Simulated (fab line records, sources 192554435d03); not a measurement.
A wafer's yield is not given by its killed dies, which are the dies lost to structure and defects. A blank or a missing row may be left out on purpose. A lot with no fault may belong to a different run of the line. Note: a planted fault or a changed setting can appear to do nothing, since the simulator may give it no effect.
Chamber matching || flow n5_finfet || rie_si-02 running N5_SD_EPI_N_SD_RECESS_17: 4 sister chambers
The step chemistry HBr/Cl2/O2, target depth 41 nm, time 23.7 s, bt time 3 s. 30 wafers are shown with their chamber, then 12 later ones without.

## EACH WAFER AND ITS CHAMBER
{"wafer": "L076.1", "chamber": 1, "throttle_valve_pct (%)": 36.75, "drypump_motor_current_A (A)": 5.5, "oes_product_au (a.u.)": 0.997}
{"wafer": "L076.2", "chamber": 0, "throttle_valve_pct (%)": 37.40, "drypump_motor_current_A (A)": 5.4, "oes_product_au (a.u.)": 1.021}
{"wafer": "L076.3", "chamber": 2, "throttle_valve_pct (%)": 37.22, "drypump_motor_current_A (A)": 4.9, "oes_product_au (a.u.)": 0.960}
{"wafer": "L078.1", "chamber": 1, "throttle_valve_pct (%)": 36.76, "drypump_motor_current_A (A)": 5.5, "oes_product_au (a.u.)": 1.007}
{"wafer": "L078.3", "chamber": 2, "throttle_valve_pct (%)": 37.21, "drypump_motor_current_A (A)": 4.9, "oes_product_au (a.u.)": 0.966}
{"wafer": "L078.4", "chamber": 1, "throttle_valve_pct (%)": 36.77, "drypump_motor_current_A (A)": 5.5, "oes_product_au (a.u.)": 1.003}
{"wafer": "L080.2", "chamber": 2, "throttle_valve_pct (%)": 37.21, "drypump_motor_current_A (A)": 4.9, "oes_product_au (a.u.)": 0.964}
{"wafer": "L080.3", "chamber": 1, "throttle_valve_pct (%)": 36.74, "drypump_motor_current_A (A)": 5.5, "oes_product_au (a.u.)": 1.004}
{"wafer": "L080.4", "chamber": 1, "throttle_valve_pct (%)": 36.76, "drypump_motor_current_A (A)": 5.5, "oes_product_au (a.u.)": 1.012}
{"wafer": "L081.1", "chamber": 1, "throttle_valve_pct (%)": 36.77, "drypump_motor_current_A (A)": 5.5, "oes_product_au (a.u.)": 1.008}
{"wafer": "L081.3", "chamber": 0, "throttle_valve_pct (%)": 37.41, "drypump_motor_current_A (A)": 5.4, "oes_product_au (a.u.)": 1.014}
{"wafer": "L081.6", "chamber": 1, "throttle_valve_pct (%)": 36.78, "drypump_motor_current_A (A)": 5.6, "oes_product_au (a.u.)": 0.995}
{"wafer": "L084.3", "chamber": 2, "throttle_valve_pct (%)": 37.22, "drypump_motor_current_A (A)": 4.9, "oes_product_au (a.u.)": 0.962}
{"wafer": "L084.5", "chamber": 1, "throttle_valve_pct (%)": 36.76, "drypump_motor_current_A (A)": 5.5, "oes_product_au (a.u.)": 1.001}
{"wafer": "L084.6", "chamber": 0, "throttle_valve_pct (%)": 37.38, "drypump_motor_current_A (A)": 5.5, "oes_product_au (a.u.)": 1.017}
{"wafer": "L085.1", "chamber": 1, "throttle_valve_pct (%)": 36.77, "drypump_motor_current_A (A)": 5.5, "oes_product_au (a.u.)": 1.004}
{"wafer": "L085.2", "chamber": 2, "throttle_valve_pct (%)": 37.21, "drypump_motor_current_A (A)": 4.9, "oes_product_au (a.u.)": 0.969}
{"wafer": "L085.6", "chamber": 2, "throttle_valve_pct (%)": 37.22, "drypump_motor_current_A (A)": 4.9, "oes_product_au (a.u.)": 0.974}
{"wafer": "L087.3", "chamber": 2, "throttle_valve_pct (%)": 37.20, "drypump_motor_current_A (A)": 4.9, "oes_product_au (a.u.)": 0.964}
{"wafer": "L087.4", "chamber": 3, "throttle_valve_pct (%)": 37.31, "drypump_motor_current_A (A)": 5.5, "oes_product_au (a.u.)": 1.009}
{"wafer": "L087.5", "chamber": 1, "throttle_valve_pct (%)": 36.76, "drypump_motor_current_A (A)": 5.6, "oes_product_au (a.u.)": 1.006}
{"wafer": "L089.2", "chamber": 2, "throttle_valve_pct (%)": 37.21, "drypump_motor_current_A (A)": 4.9, "oes_product_au (a.u.)": 0.964}
{"wafer": "L089.5", "chamber": 0, "throttle_valve_pct (%)": 37.41, "drypump_motor_current_A (A)": 5.5, "oes_product_au (a.u.)": 1.003}
{"wafer": "L089.6", "chamber": 3, "throttle_valve_pct (%)": 37.30, "drypump_motor_current_A (A)": 5.5, "oes_product_au (a.u.)": 1.011}
{"wafer": "L090.4", "chamber": 1, "throttle_valve_pct (%)": 36.77, "drypump_motor_current_A (A)": 5.6, "oes_product_au (a.u.)": 1.006}
{"wafer": "L090.5", "chamber": 0, "throttle_valve_pct (%)": 37.41, "drypump_motor_current_A (A)": 5.5, "oes_product_au (a.u.)": 1.012}
{"wafer": "L090.6", "chamber": 1, "throttle_valve_pct (%)": 36.77, "drypump_motor_current_A (A)": 5.6, "oes_product_au (a.u.)": 1.002}
{"wafer": "L091.1", "chamber": 0, "throttle_valve_pct (%)": 37.41, "drypump_motor_current_A (A)": 5.4, "oes_product_au (a.u.)": 1.012}
{"wafer": "L091.3", "chamber": 3, "throttle_valve_pct (%)": 37.31, "drypump_motor_current_A (A)": 5.5, "oes_product_au (a.u.)": 1.001}
{"wafer": "L091.6", "chamber": 2, "throttle_valve_pct (%)": 37.19, "drypump_motor_current_A (A)": 4.9, "oes_product_au (a.u.)": 0.970}

SIGNATURES, as means of the wafers listed above
{"reading": "throttle_valve_pct", "chamber 0": 37.4033, "chamber 1": 36.7633, "chamber 2": 37.2100, "chamber 3": 37.3067, "scatter within a chamber": 0.0105}
{"reading": "drypump_motor_current_A", "chamber 0": 5.450, "chamber 1": 5.533, "chamber 2": 4.900, "chamber 3": 5.500, "scatter within a chamber": 0.04}
{"reading": "oes_product_au", "chamber 0": 1.01317, "chamber 1": 1.00375, "chamber 2": 0.96589, "chamber 3": 1.00700, "scatter within a chamber": 0.00493}
Rule: a wafer's distance from a chamber is the root of the sum, over the readings, of the square of ((its reading less the chamber's mean) divided by the reading's scatter). If the next closest chamber is less than 2 further off than the closest, the wafer can't be placed; otherwise it belongs to the closest. The scatter: take each reading less its chamber's mean, square it, sum over the shown wafers, divide by the number of wafers less the number of chambers, and take the root.

## WAFERS WITH NO CHAMBER GIVEN
{"wafer": "L094.2", "throttle_valve_pct (%)": 37.21, "drypump_motor_current_A (A)": 4.9, "oes_product_au (a.u.)": 0.967}
{"wafer": "L094.3", "throttle_valve_pct (%)": 37.40, "drypump_motor_current_A (A)": 5.5, "oes_product_au (a.u.)": 1.009}
{"wafer": "L094.4", "throttle_valve_pct (%)": 36.77, "drypump_motor_current_A (A)": 5.5, "oes_product_au (a.u.)": 1.011}
{"wafer": "L095.4", "throttle_valve_pct (%)": 37.40, "drypump_motor_current_A (A)": 5.4, "oes_product_au (a.u.)": 1.005}
{"wafer": "L095.5", "throttle_valve_pct (%)": 36.76, "drypump_motor_current_A (A)": 5.5, "oes_product_au (a.u.)": 1.001}
{"wafer": "L095.6", "throttle_valve_pct (%)": 37.21, "drypump_motor_current_A (A)": 4.9, "oes_product_au (a.u.)": 0.959}
{"wafer": "L096.1", "throttle_valve_pct (%)": 36.75, "drypump_motor_current_A (A)": 5.5, "oes_product_au (a.u.)": 1.000}
{"wafer": "L096.3", "throttle_valve_pct (%)": 37.39, "drypump_motor_current_A (A)": 5.4, "oes_product_au (a.u.)": 1.002}
{"wafer": "L096.5", "throttle_valve_pct (%)": 37.42, "drypump_motor_current_A (A)": 5.4, "oes_product_au (a.u.)": 1.005}
{"wafer": "L097.2", "throttle_valve_pct (%)": 37.41, "drypump_motor_current_A (A)": 5.4, "oes_product_au (a.u.)": 1.010}
{"wafer": "L097.4", "throttle_valve_pct (%)": 36.75, "drypump_motor_current_A (A)": 5.5, "oes_product_au (a.u.)": 0.998}
{"wafer": "L097.5", "throttle_valve_pct (%)": 36.75, "drypump_motor_current_A (A)": 5.5, "oes_product_au (a.u.)": 0.993}

## CHAMBER TAKEN BY EACH
{"wafer": "L094.2", "from the rows above": 2, "in truth": 2}
{"wafer": "L094.3", "from the rows above": 0, "in truth": 0}
{"wafer": "L094.4", "from the rows above": 1, "in truth": 1}
{"wafer": "L095.4", "from the rows above": 0, "in truth": 0}
{"wafer": "L095.5", "from the rows above": 1, "in truth": 1}
{"wafer": "L095.6", "from the rows above": 2, "in truth": 2}
{"wafer": "L096.1", "from the rows above": 1, "in truth": 1}
{"wafer": "L096.3", "from the rows above": 0, "in truth": 0}
{"wafer": "L096.5", "from the rows above": 0, "in truth": 0}
{"wafer": "L097.2", "from the rows above": 0, "in truth": 0}
{"wafer": "L097.4", "from the rows above": 1, "in truth": 1}
{"wafer": "L097.5", "from the rows above": 1, "in truth": 1}
Placed correctly: 12 of 12. Can't be placed from these rows: 0. Number placed wrongly: 0.
